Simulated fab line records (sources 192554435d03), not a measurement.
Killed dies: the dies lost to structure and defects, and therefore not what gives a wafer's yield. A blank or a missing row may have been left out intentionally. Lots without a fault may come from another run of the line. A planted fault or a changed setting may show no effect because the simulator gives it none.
Which tool did it? + flow n5_finfet + 13 lots, 34 wafers sampled, at 5 steps of a route of 1938

## WHAT THE GAUGES SHOWED, per wafer
The record lacks any reading of a measuring or inspecting step that a usual standard deviation could be used to judge.

## WHICH TOOL RAN EACH LOT (tool, then ch and the chambers of the sampled wafers, then the start)
| lot  | N5_BEOL_M10_ALD_74                  | N5_BEOL_M10_DEP_56              | N5_BEOL_M11_ILD_DEP_00          | N5_BEOL_M11_COAT_05               | N5_PASSIVATION_PROBE_49 |
|------|-------------------------------------|---------------------------------|---------------------------------|-----------------------------------|-------------------------|
| L713 | ald_metal-01 ch 1,3, day 11 23:52   | pecvd-03 ch 0,1, day 12 01:41   | pecvd-01 ch 0,1, day 12 01:50   | litho_track-04 ch 0, day 12 02:49 | -                       |
| L714 | ald_metal-03 ch 0,2,3, day 11 23:56 | pecvd-03 ch 0,1, day 12 01:35   | pecvd-04 ch 0,1,2, day 12 01:44 | litho_track-01 ch 0, day 12 02:43 | -                       |
| L715 | ald_metal-01 ch 0,2,3, day 12 03:01 | pecvd-01 ch 1,2, day 12 06:12   | pecvd-01 ch 0,2, day 12 06:20   | litho_track-02 ch 0, day 12 09:10 | -                       |
| L717 | ald_metal-04 ch 1, day 12 03:11     | pecvd-03 ch 0,2, day 12 06:17   | pecvd-03 ch 0,2, day 12 06:25   | litho_track-04 ch 0, day 12 09:15 | -                       |
| L716 | ald_metal-04 ch 2,3, day 12 10:59   | pecvd-02 ch 0,2, day 12 12:54   | pecvd-04 ch 0,1, day 12 13:03   | litho_track-02 ch 0, day 12 15:26 | -                       |
| L718 | ald_metal-03 ch 2,3, day 13 02:10   | pecvd-03 ch 0,1,2, day 13 05:46 | pecvd-03 ch 0,1,2, day 13 05:54 | litho_track-02 ch 0, day 13 08:46 | prober-02, day 15 13:52 |
| L721 | ald_metal-04 ch 0,2, day 13 21:58   | pecvd-03 ch 1,2, day 13 23:26   | pecvd-01 ch 0,2, day 13 23:34   | litho_track-02 ch 0, day 14 00:45 | prober-01, day 16 04:15 |
| L720 | ald_metal-01 ch 1, day 13 22:07     | pecvd-02 ch 2, day 13 23:43     | pecvd-04 ch 2, day 13 23:50     | litho_track-04 ch 0, day 14 01:13 | -                       |
| L726 | ald_metal-01 ch 0,2,3, day 14 13:46 | pecvd-03 ch 0,1,2, day 14 15:23 | pecvd-03 ch 0,1,2, day 14 15:32 | litho_track-04 ch 0, day 14 16:21 | -                       |
| L727 | ald_metal-01 ch 0,2,3, day 14 20:44 | pecvd-02 ch 0,1,2, day 14 22:13 | pecvd-01 ch 0,1, day 14 22:22   | litho_track-01 ch 0, day 15 00:14 | -                       |
| L728 | ald_metal-03 ch 0,3, day 14 23:52   | pecvd-02 ch 0,2, day 15 01:20   | pecvd-04 ch 0,1, day 15 01:29   | litho_track-01 ch 0, day 15 02:34 | -                       |
| L729 | ald_metal-01 ch 0,2, day 15 22:21   | pecvd-03 ch 1,2, day 16 00:14   | pecvd-03 ch 1,2, day 16 00:23   | litho_track-04 ch 0, day 16 02:31 | -                       |
| L731 | ald_metal-01 ch 0,1, day 16 14:48   | pecvd-02 ch 0,2, day 16 16:25   | pecvd-04 ch 0,1, day 16 16:35   | litho_track-04 ch 0, day 16 18:52 | -                       |
- N5_BEOL_M10_ALD_74: deposits TaN, target thk 2 nm, pulse time 2 s, purge time 3 s.
- N5_BEOL_M10_DEP_56: deposits SiCN from 3MS/NH3, target thk 15 nm, time 26.5 s.
- N5_BEOL_M11_ILD_DEP_00: deposits SiCOH lowk from DEMS/porogen, target thk 308.51 nm, time 58 s.
- N5_BEOL_M11_COAT_05: resist thk 90 nm.
- N5_PASSIVATION_PROBE_49

## WHAT THE TOOLS THEMSELVES READ (means of the sampled wafers that have a number; where no wafer has one, the mark that the record gives instead)
N5_BEOL_M10_ALD_74. Usual: 416 W for heater_power_w, sd 38.
| lot  | tool         | heater_power_w (W) | flag |
|------|--------------|--------------------|------|
| L713 | ald_metal-01 | 414                |      |
| L714 | ald_metal-03 | 426                |      |
| L715 | ald_metal-01 | 385                |      |
| L717 | ald_metal-04 | 458                |      |
| L716 | ald_metal-04 | 436                |      |
| L718 | ald_metal-03 | 463                |      |
| L721 | ald_metal-04 | 456                |      |
| L720 | ald_metal-01 | 423                |      |
| L726 | ald_metal-01 | 388                |      |
| L727 | ald_metal-01 | 381                |      |
| L728 | ald_metal-03 | 442                |      |
| L729 | ald_metal-01 | 364                |      |
| L731 | ald_metal-01 | 384                |      |

N5_BEOL_M10_DEP_56. Usual: showerhead_plenum_p_Torr 3.666 Torr, standard deviation 0.014; throttle_valve_pct 9.0 %, standard deviation 0.46.
| lot  | tool     | showerhead_plenum_p_Torr (Torr) | throttle_valve_pct (%) | flag |
|------|----------|---------------------------------|------------------------|------|
| L713 | pecvd-03 | 3.678                           | 9.3                    |      |
| L714 | pecvd-03 | 3.683                           | 9.4                    |      |
| L715 | pecvd-01 | 3.646                           | 8.9                    |      |
| L717 | pecvd-03 | 3.673                           | 8.8                    |      |
| L716 | pecvd-02 | 3.651                           | 8.6                    |      |
| L718 | pecvd-03 | 3.678                           | 9.0                    |      |
| L721 | pecvd-03 | 3.671                           | 8.9                    |      |
| L720 | pecvd-02 | 3.661                           | 8.2                    |      |
| L726 | pecvd-03 | 3.674                           | 9.1                    |      |
| L727 | pecvd-02 | 3.665                           | 8.7                    |      |
| L728 | pecvd-02 | 3.666                           | 8.6                    |      |
| L729 | pecvd-03 | 3.681                           | 8.9                    |      |
| L731 | pecvd-02 | 3.660                           | 8.5                    |      |

N5_BEOL_M11_ILD_DEP_00. Usual: heater_power_w 316 W, standard deviation 44; showerhead_plenum_p_Torr 5.741 Torr, standard deviation 0.019; throttle_valve_pct 13.8 %, standard deviation 0.74.
| lot  | tool     | heater_power_w (W) | showerhead_plenum_p_Torr (Torr) | throttle_valve_pct (%) | flag |
|------|----------|--------------------|---------------------------------|------------------------|------|
| L713 | pecvd-01 | 293                | 5.727                           | 13.9                   |      |
| L714 | pecvd-04 | 333                | 5.744                           | 13.7                   |      |
| L715 | pecvd-01 | 371                | 5.728                           | 13.2                   |      |
| L717 | pecvd-03 | 298                | 5.748                           | 13.8                   |      |
| L716 | pecvd-04 | 370                | 5.751                           | 14.2                   |      |
| L718 | pecvd-03 | 323                | 5.744                           | 13.9                   |      |
| L721 | pecvd-01 | 344                | 5.730                           | 13.3                   |      |
| L720 | pecvd-04 | 250                | 5.749                           | 12.3                   |      |
| L726 | pecvd-03 | 272                | 5.748                           | 13.9                   |      |
| L727 | pecvd-01 | 296                | 5.725                           | 14.5                   |      |
| L728 | pecvd-04 | 334                | 5.745                           | 14.1                   |      |
| L729 | pecvd-03 | 343                | 5.751                           | 13.8                   |      |
| L731 | pecvd-04 | 320                | 5.753                           | 14.0                   |      |

N5_BEOL_M11_COAT_05. Usual: chill_plate_temp_C 23.01 C, standard deviation 0.12; spin_speed_rpm 1499.8 rpm, standard deviation 0.93.
| lot  | tool           | chill_plate_temp_C (C) | spin_speed_rpm (rpm) | flag |
|------|----------------|------------------------|----------------------|------|
| L713 | litho_track-04 | 23.15                  | 1499.2               |      |
| L714 | litho_track-01 | 22.83                  | 1499.7               |      |
| L715 | litho_track-02 | 22.91                  | 1499.8               |      |
| L717 | litho_track-04 | 23.07                  | 1500.2               |      |
| L716 | litho_track-02 | 22.93                  | 1500.0               |      |
| L718 | litho_track-02 | 22.98                  | 773.5                | OFF  |
| L721 | litho_track-02 | 22.99                  | 773.3                | OFF  |
| L720 | litho_track-04 | 23.00                  | 1499.5               |      |
| L726 | litho_track-04 | 23.22                  | 1500.3               |      |
| L727 | litho_track-01 | 23.04                  | 1499.3               |      |
| L728 | litho_track-01 | 23.05                  | 1499.4               |      |
| L729 | litho_track-04 | 23.08                  | 1500.2               |      |
| L731 | litho_track-04 | 22.91                  | 1500.3               |      |

N5_PASSIVATION_PROBE_49. Usual: defect_limited_yield 91.3 %, standard deviation 1.5; killed_at_M0_to_M3 31, standard deviation 11; killed_at_M4_up 14, standard deviation 5.1; killed_at_contacts 12, standard deviation 5.6; killed_at_front_end 42, standard deviation 12; killed_at_other 3.8, standard deviation 2.9; killed_dies 103, standard deviation 18; killed_open 67, standard deviation 14; killed_short 33, standard deviation 8; sort_bin_4_leakage 0.00 %, standard deviation 0.0073; sort_bin_5_function 5.1 %, standard deviation 1; sort_bin_6_memory 3.2 %, standard deviation 0.75; sort_n_pass 1077, standard deviation 18; sort_yield_pct 91.3 %, standard deviation 1.5.
| lot  | tool      | defect_limited_yield (%) | killed_at_M0_to_M3 | killed_at_M4_up | killed_at_contacts | killed_at_front_end | killed_at_other | killed_dies | killed_open | killed_short | sort_bin_4_leakage (%) | sort_bin_5_function (%) | sort_bin_6_memory (%) | sort_n_pass | sort_yield_pct (%) | flag |
|------|-----------|--------------------------|--------------------|-----------------|--------------------|---------------------|-----------------|-------------|-------------|--------------|------------------------|-------------------------|-----------------------|-------------|--------------------|------|
| L718 | prober-02 | 92.9                     | 12                 | 16              | 7                  | 42                  | 7.0             | 83          | 51          | 30           | 0.00                   | 3.9                     | 2.9                   | 1097        | 92.9               |      |
| L721 | prober-01 | 91.2                     | 23                 | 17              | 15                 | 47                  | 2.0             | 104         | 65          | 38           | 0.00                   | 4.9                     | 3.5                   | 1076        | 91.2               |      |

## THE ANSWER, worked out from the rows above alone
Rule: a lot counts as off when the mean over its wafers that have a number is more than 3 standard deviations away from the usual mean. A lot without any number at a reading at which 4 lots or more have one is off too. The other lots that the step has rows for count as sound. After the gauges, taken in route order, come the tools' own readings; for these a lot's mean is taken, as printed above. The first step at which some lot is off is used, and at that step the reading that is off furthest; a lot without a number counts as furthest.
Off: L718, L721 (N5_BEOL_M11_COAT_05, spin_speed_rpm).
A tool fits if, at that step or a process step before it, it ran every lot that is off, and no sound lot after the first of them. One fits: N5_BEOL_M11_COAT_05 on litho_track-02. A fault onset in the window from L716 (day 12 15:26, its last sound lot) to L718 (day 13 08:46, its first lot off) fits.
The tool's own readings at N5_BEOL_M11_COAT_05 bear it out: on the lots that are off they differ by more than 5 times the standard deviation of the sound lots' means. spin_speed_rpm reads 773.4 rpm there against 1499.8 rpm on the sound lots.

## WHAT THE SIMULATOR HAD INSERTED
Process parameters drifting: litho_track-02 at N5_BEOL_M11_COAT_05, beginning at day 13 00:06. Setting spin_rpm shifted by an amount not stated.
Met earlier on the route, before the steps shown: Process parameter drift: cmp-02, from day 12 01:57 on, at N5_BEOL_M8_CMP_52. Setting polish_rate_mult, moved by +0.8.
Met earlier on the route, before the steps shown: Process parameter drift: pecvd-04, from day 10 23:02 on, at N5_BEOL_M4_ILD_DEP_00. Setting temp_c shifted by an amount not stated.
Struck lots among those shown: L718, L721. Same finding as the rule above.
